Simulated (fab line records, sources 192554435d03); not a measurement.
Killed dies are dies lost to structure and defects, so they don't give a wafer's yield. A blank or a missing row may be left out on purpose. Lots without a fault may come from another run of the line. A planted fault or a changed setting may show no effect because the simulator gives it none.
fab line records | flow n5_finfet
record lots=9 wafers=26 last_day=18
route steps=1938 shown SDB@357 DUMMY_REMOVAL@377 HKMG_FIN@386 BEOL_M4@1111 PASSIVATION@1936
lots that met no fault: from a run of the same line without faults
start_h: hours from the record's first day to the start of the lot's first wafer shown | wait_h: hours since the lot's step before | " the same as in the row above | L1.1+2: a row that stands for several wafers | - no value, or no start given | * or withheld: withheld | < > ~ a bound
route shown NAME@n: a module of which the file shows steps, and the number in the route of the first | usual: mean/standard deviation of fault-free wafers | same: alike in all rows | chamber/n: place in a boat | sites: the reading at each site | _std_site: their standard deviation | _edge_site: outer sites' mean less inner sites' | radius_mm: how far each site lies from the wafer's centre | mask NAME#n: copy n | behind: the tool/chamber that last shaped the wafer | hold: why the lot was held/for how many hours/how that ended | device: the transistor (n, p or np) that didn't switch | end of line: the same wafers' tests at the end of the route | a step without rows: its recipe alone | killed: dies lost to structure and defects at the first sort, not the wafer's yield | map: a wafer's dies, x killed, . not, _ none there
set.NAME: the setting as run; set.NAME@STEP: as run at that earlier step | model.NAME: the simulator's own value behind a step, which no gauge read
steps of the route over a sample of lots; a table a step, a row a wafer
services: from which hour (start_h, from the record's first day; less than 0 if before it) a tool's chamber was out of use, for how many hours, and why
## steps
# step N5_SDB_OVL_MEAS_12
# recipe points_per_wafer=44
# usual SDB_OVL=-0.4/0.76
# columns lot.wafer tool chamber start_h wait_h SDB_OVL[nm]
L358.2 overlay-02 0 65.44 0.0 -0.5
L358.3 " 0 " " -0.1
L358.4 " 0 " " -1.5
L359.1 overlay-01 0 72.04 0.0 0.4
L359.4 " 0 " " -1.1
L359.6 " 0 " " 0.0
L363.2 overlay-01 0 97.25 0.0 -1.0
L363.4 " 0 " " -2.2
L363.6 " 0 " " -2.4
L369.2 overlay-01 0 131.97 0.0 -1.6
L369.4 " 0 " " -0.9
L369.6 " 0 " " -0.4
L374.1 overlay-02 0 160.04 0.0 -1.4
L374.2 " 0 " " -0.6
L374.3 " 0 " " -1.5
L377.1 overlay-02 0 179.26 0.0 -0.5
L377.5 " 0 " " -1.2
L377.6 " 0 " " -1.0
L379.2 overlay-01 0 191.96 0.0 0.3
L379.3 " 0 " " -0.3
L379.6 " 0 " " 0.5
L380.1 overlay-01 0 199.78 0.0 -0.6
L380.4 " 0 " " -0.1
L380.6 " 0 " " -1.3
L381.1 overlay-02 0 206.83 0.0 -0.7
L381.4 " 0 " " -0.8
# step N5_SDB_INSPECT_13
# recipe mode=adi inspect_instrument=brightfield
# usual raw_defect_count=76/34
# columns lot.wafer tool chamber start_h wait_h raw_defect_count
L358.2 defect_inspect-02 - 65.47 0.0 53
L358.3 " - " " 74
L358.4 " - " " 75
L359.1 defect_inspect-02 - 72.06 0.0 56
L359.4 " - " " 54
L359.6 " - " " 33
L363.2 defect_inspect-02 - 97.27 0.0 158
L363.4 " - " " 96
L363.6 " - " " 110
L369.2 defect_inspect-01 - 132.00 0.0 75
L369.4 " - " " 66
L369.6 " - " " 62
L374.1 defect_inspect-02 - 160.06 0.0 44
L374.2 " - " " 47
L374.3 " - " " 69
L377.1 defect_inspect-02 - 179.28 0.0 97
L377.5 " - " " 61
L377.6 " - " " 111
L379.2 defect_inspect-02 - 191.99 0.0 31
L379.3 " - " " 41
L379.6 " - " " 41
L380.1 defect_inspect-02 - 199.80 0.0 112
L380.4 " - " " 39
L380.6 " - " " 82
L381.1 defect_inspect-02 - 206.86 0.0 83
L381.4 " - " " 180
# step N5_DUMMY_REMOVAL_HM_STRIP_01
# recipe chemistry=CH3F/O2 material=SiNx target_depth_a=40 stop_on=poly-Si time_s=6.8 over_etch_frac=0.3 ion_energy_ev=60 power_w=410 bias_w=29 Ar_flow_sccm=150 CH3F_flow_sccm=30 O2_flow_sccm=20
# usual CH3F_flow_sccm=30.00/0.096 drypump_motor_current_A=5.62/0.29 oes_product_au=0.63/0.063 rf_vpp_V=127.7/0.91 showerhead_plenum_p_Torr=2.03/0.046 throttle_valve_pct=16.33/0.19
# columns lot.wafer tool chamber start_h wait_h CH3F_flow_sccm drypump_motor_current_A oes_product_au rf_hours_counter_h rf_vpp_V showerhead_plenum_p_Torr throttle_valve_pct
L358.2 rie_diel-06 1 69.38 0.0 30.01 5.26 0.56 235 126.8 2.07 16.50
L358.3 " 0 " " 29.95 5.84 0.62 135 129.8 2.09 16.31
L358.4 " 3 " " 29.96 5.33 0.73 36 128.6 1.95 16.18
L359.1 rie_diel-05 2 76.44 0.0 30.00 5.55 0.73 21 128.2 2.04 16.19
L359.4 " 3 " " 30.07 5.54 0.58 - 128.7 1.99 16.52
L359.6 " 0 " " 30.10 6.07 0.63 - 128.2 2.11 16.24
L363.2 rie_diel-06 1 101.59 0.2 30.01 5.29 0.55 245 128.7 2.07 16.50
L363.4 " 3 " " 29.92 5.30 0.71 46 126.8 1.95 16.21
L363.6 " 2 " " 30.16 5.55 0.60 - 127.2 2.00 16.46
L369.2 rie_diel-06 0 135.97 0.0 29.95 5.84 0.61 156 127.7 2.08 16.34
L369.4 " 0 " " 29.97 5.84 0.61 - 127.9 2.08 16.33
L369.6 " 3 " " 29.91 5.28 0.69 - 127.2 1.95 16.22
L374.1 rie_diel-05 0 163.98 0.0 29.89 6.02 0.61 162 128.9 2.10 16.29
L374.2 " 2 " " 30.02 5.56 0.69 46 127.6 2.04 16.25
L374.3 " 3 " " 30.02 5.56 0.58 211 126.3 1.98 16.58
L377.1 rie_diel-01 0 183.86 0.1 29.92 6.09 0.73 14 128.1 2.03 16.14
L377.5 " 0 " " 29.94 6.08 0.73 - 127.7 2.03 16.14
L377.6 " 3 " " 29.92 5.80 0.60 - 128.8 2.07 16.16
L379.2 rie_diel-01 3 196.70 0.0 30.06 5.73 0.60 202 128.3 2.06 16.13
L379.3 " 2 " " 30.03 5.26 0.55 236 126.2 1.98 16.34
L379.6 " 1 " " 29.97 5.95 0.57 - 127.3 2.04 16.67
L380.1 rie_diel-05 3 203.72 0.0 30.00 5.55 0.56 223 127.6 1.97 16.62
L380.4 " 1 " " 29.86 5.28 0.65 94 127.6 2.00 16.01
L380.6 " 3 " " 30.06 5.54 0.57 - 127.2 1.97 16.60
L381.1 rie_diel-05 2 211.04 0.2 30.03 5.52 0.68 62 128.7 2.03 16.25
L381.4 " 3 " " 29.87 5.56 0.56 225 127.8 1.97 16.60
# step N5_HKMG_FIN_HK_ALD_01
# recipe material=HfO2 target_thk_a=16 temp_c=withheld ald_precursor_family=HfCl4 ald_co_reactant=H2O pulse_time_s=3 purge_time_s=3 co_reactant_purge_time_s=2.5 co_reactant_pulse_time_s=0.3 ald_cycles=30
# usual ald_cycles=30/0 precursor_pulse_height_rel=0.999/0.021
# columns lot.wafer tool chamber start_h wait_h ald_cycles precursor_pulse_height_rel
L358.2 ald_hk-02 2 69.94 0.0 30 0.974
L358.3 " 1 " " 30 1.015
L358.4 " 0 " " 30 1.025
L359.1 ald_hk-02 0 77.04 0.0 30 1.024
L359.4 " 1 " " 30 1.014
L359.6 " 2 " " 30 1.015
L363.2 ald_hk-01 2 102.19 0.1 30 1.029
L363.4 " 1 " " 30 0.996
L363.6 " 0 " " 30 0.995
L369.2 ald_hk-01 2 136.53 0.0 30 1.012
L369.4 " 1 " " 30 1.009
L369.6 " 0 " " 29 1.007
L374.1 ald_hk-03 2 164.54 0.0 30 0.982
L374.2 " 1 " " 30 0.997
L374.3 " 0 " " 30 0.970
L377.1 ald_hk-02 0 184.41 0.0 30 0.955
L377.5 " 2 " " 30 1.041
L377.6 " 1 " " 30 1.003
L379.2 ald_hk-01 0 197.25 0.0 30 1.013
L379.3 " 1 " " 30 1.018
L379.6 " 2 " " 30 1.016
L380.1 ald_hk-01 0 204.32 0.1 30 0.991
L380.4 " 2 " " 30 0.956
L380.6 " 2 " " 30 0.994
L381.1 ald_hk-01 1 211.61 0.0 30 1.012
L381.4 " 2 " " 30 1.033
# step N5_HKMG_FIN_THK_MEAS_70
# recipe thk_meas_gauge=xrf reads=HfO2_of_HKMG_FIN_HK_ALD_01
# usual HK_THK=1.598/0.018
# columns lot.wafer tool chamber start_h wait_h HK_THK[nm]
L358.2 film_metro-01 - 74.90 0.2 1.578
L358.3 " - " " 1.584
L358.4 " - " " 1.601
L359.1 film_metro-02 - 80.76 0.2 1.594
L359.4 " - " " 1.638
L359.6 " - " " 1.580
L363.2 film_metro-02 - 106.25 0.2 1.595
L363.4 " - " " 1.632
L363.6 " - " " 1.574
L369.2 film_metro-02 - 139.90 0.2 1.603
L369.4 " - " " 1.586
L369.6 " - " " 1.538
L374.1 film_metro-01 - 168.03 0.2 1.598
L374.2 " - " " 1.583
L374.3 " - " " 1.591
L377.1 film_metro-02 - 187.95 0.2 1.593
L377.5 " - " " 1.576
L377.6 " - " " 1.549
L379.2 film_metro-01 - 201.29 0.2 1.604
L379.3 " - " " 1.607
L379.6 " - " " 1.580
L380.1 film_metro-02 - 208.02 0.2 1.606
L380.4 " - " " 1.548
L380.6 " - " " 1.609
L381.1 film_metro-01 - 215.08 0.2 1.590
L381.4 " - " " 1.599
# step N5_BEOL_M4_RC_MEAS_101
# usual DIBL_N=35.8/1.5 DIBL_P=35.9/1.8 IOFF_N=0.152/0.025 IOFF_P=0.21/0.031 ION_N=672/11 ION_P=462/7.4 SS_N=71.5/0.52 SS_P=73.2/0.54 VT_N=250/3 VT_P=-250/3.3
# columns lot.wafer tool chamber start_h wait_h DIBL_N[mV/V] DIBL_P[mV/V] IOFF_N[nA/um] IOFF_P[nA/um] ION_N[uA/um] ION_P[uA/um] SS_N[mV/dec] SS_P[mV/dec] VT_N[mV] VT_P[mV]
L359.1 prober-01 0 166.18 0.0 35.7 36.5 0.146 0.19 670 454 72.9 72.9 251 -253
L359.4 " 0 " " 38.0 38.4 0.192 0.21 672 457 73.0 73.7 250 -249
L359.6 " 0 " " 37.1 37.1 0.176 0.20 682 455 72.7 73.0 251 -249
L358.2 prober-02 0 172.02 0.2 37.7 37.6 0.168 0.25 681 470 71.9 73.4 250 -247
L358.3 " 0 " " 35.8 35.2 0.146 0.20 669 463 71.5 73.2 250 -248
L358.4 " 0 " " 35.6 36.1 0.145 0.22 672 472 71.4 72.5 251 -248
L363.2 prober-02 0 202.37 0.2 36.1 34.1 0.143 0.20 678 465 71.3 73.3 251 -249
L363.4 " 0 " " 36.7 34.2 0.153 0.20 659 449 71.6 73.1 249 -247
L363.6 " 0 " " 36.1 35.3 0.155 0.22 664 461 70.4 73.9 248 -247
L369.2 prober-02 0 240.07 0.2 35.0 33.4 0.139 0.19 663 457 71.5 73.3 251 -251
L369.4 " 0 " " 36.5 35.2 0.167 0.21 681 466 72.1 72.9 251 -246
L369.6 " 0 " " 35.7 34.3 0.148 0.19 672 463 70.9 73.3 250 -249
L374.1 prober-01 0 263.71 0.0 37.7 38.6 0.218 0.29 700 484 72.0 74.3 244 -243
L374.2 " 0 " " 36.0 35.8 0.172 0.23 676 465 71.6 72.8 245 -248
L374.3 " 0 " " 36.5 38.0 0.196 0.28 706 489 72.4 73.7 245 -243
L377.1 prober-02 0 285.84 0.0 36.3 38.6 0.179 0.24 677 463 71.6 73.8 247 -249
L377.5 " 0 " " 36.0 39.4 0.177 0.26 689 477 71.5 73.7 248 -248
L377.6 " 0 " " 35.3 37.1 0.159 0.22 683 462 71.4 73.4 251 -249
L379.2 prober-02 0 300.52 0.2 33.7 34.6 0.135 0.20 662 465 71.3 72.6 251 -249
L379.3 " 0 " " 33.9 34.2 0.133 0.19 664 455 71.8 73.0 253 -251
L379.6 " 0 " " 34.5 34.7 0.145 0.20 653 455 71.4 73.2 254 -252
L380.1 prober-01 0 303.34 0.0 36.0 35.4 0.146 0.22 676 467 71.5 73.1 251 -249
L380.4 " 0 " " 35.9 35.9 0.154 0.23 678 466 71.8 73.0 246 -248
L380.6 " 0 " " 35.4 35.1 0.144 0.21 693 468 71.3 72.4 251 -248
L381.1 prober-02 0 321.00 0.0 35.6 35.7 0.151 0.21 666 465 71.9 73.4 251 -251
L381.4 " 0 " " 35.0 34.9 0.137 0.19 675 472 71.3 72.8 256 -253
# step N5_PASSIVATION_PROBE_49
# usual defect_limited_yield=91.7/1.7 killed_at_M0_to_M3=34/10 killed_at_M4_up=13/5.1 killed_at_contacts=12/6.2 killed_at_front_end=36/12 killed_at_other=3.2/2.6 killed_dies=98/20 killed_open=65/13 killed_short=32/8.4 sort_bin_5_function=4.8/1.1 sort_bin_6_memory=3.2/0.74 sort_bin_8_speed=0.00/0.012 sort_n_pass=1082/20 sort_yield_pct=91.7/1.7
# same gross_dies=1180 killed_at_back_side=0 sort_bin_4_leakage[%]=0
# columns lot.wafer tool chamber start_h wait_h defect_limited_yield[%] killed_at_M0_to_M3 killed_at_M4_up killed_at_contacts killed_at_front_end killed_at_other killed_dies killed_open killed_short sort_bin_5_function[%] sort_bin_6_memory[%] sort_bin_8_speed[%] sort_n_pass sort_yield_pct[%]
L369.2 prober-01 - 340.47 0.1 90.6 31 23 14 43 0 111 70 31 5.1 3.4 0 1069 90.6
L369.4 prober-01 - 340.57 0.2 94.0 16 12 15 25 3 71 47 24 3.4 2.2 0 1109 94.0
L369.6 prober-01 - 340.67 0.3 93.2 31 7 13 29 0 80 54 26 3.6 3.1 0 1100 93.2
# killed by level:class
L369.2 MOL_CONTACT_COAG:geometric_particle:open=12 BEOL_M2:geometric_particle:open=10 HKMG_FIN:area_etch=10 FIN_SAQP:geometric_particle:short=8 BEOL_M5:geometric_particle:open=8 BEOL_M0_SAQP:geometric_particle:short=6 BEOL_M4:geometric_particle:open=6 FIN_SAQP:geometric_particle:open=5
L369.4 MOL_CONTACT_COAG:geometric_particle:open=12 BEOL_M4:geometric_particle:open=8 GATE_CUT:geometric_particle:short=6 FIN_SAQP:geometric_particle:open=5 BEOL_M0_SAQP:geometric_particle:open=5 FIN_SAQP:geometric_particle:short=4 GATE_CUT:geometric_particle:open=3 MOL_CONTACT_COAG:geometric_particle:short=3
L369.6 MOL_CONTACT_COAG:geometric_particle:open=10 BEOL_M2:geometric_particle:open=9 FIN_SAQP:geometric_particle:open=7 GATE_CUT:geometric_particle:short=5 BEOL_M3:geometric_particle:short=5 FIN_SAQP:geometric_particle:short=4 BEOL_M0_SAQP:geometric_particle:open=4 BEOL_M1:geometric_particle:open=4
## services
# columns tool chamber start_h hours kind
rie_diel-05 1 73.51 5.2 repair
rie_diel-01 0 126.57 - clean
rie_diel-01 0 126.57 - consumable_replace:focus_ring
rie_diel-01 0 126.57 18.5 scheduled_down
rie_diel-01 0 126.57 18.5 vent_cycle
rie_diel-06 1 130.63 9.8 repair
rie_diel-06 1 140.64 - clean
rie_diel-06 1 140.64 - consumable_replace:focus_ring
rie_diel-06 1 140.64 25.2 scheduled_down
rie_diel-06 1 140.64 25.2 vent_cycle
rie_diel-06 2 149.71 12.8 repair
rie_diel-01 3 157.99 1.5 repair
ald_hk-01 - 163.24 8.7 pm
rie_diel-06 1 177.25 22.2 repair
rie_diel-06 2 194.15 4.6 repair
ald_hk-02 - 211.20 0.9 repair
## key
first_sign step=N5_HKMG_FIN_HK_ALD_01 reading=ald_cycles direction=down sigmas=99+ usual=* struck=*
effect step=N5_HKMG_FIN_THK_MEAS_70 reading=HK_THK direction=down sigmas=3.3 usual=1.598 struck=1.538
met_at N5_HKMG_FIN_HK_ALD_01
struck_lots L369
struck_wafers L369.6
baseline_loss step=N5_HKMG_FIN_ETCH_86 wafers=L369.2
not_acting_at N5_SDB_OVL_MEAS_12,N5_SDB_INSPECT_13,N5_DUMMY_REMOVAL_HM_STRIP_01
onset_between 102.19 136.53
fault kind=process_parameter_drift tool=ald_hk-01 chamber=- onset_h=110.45 steps=N5_HKMG_FIN_HK_ALD_01 channel=ald_cycles offset=* shape=step end_h=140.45 scope=struck_wafers_only acts_in=* stated=*
# baseline_loss: these wafers lose ten dies or more at that step, a loss of the line's own and not of a fault; the sort's usual values leave them out
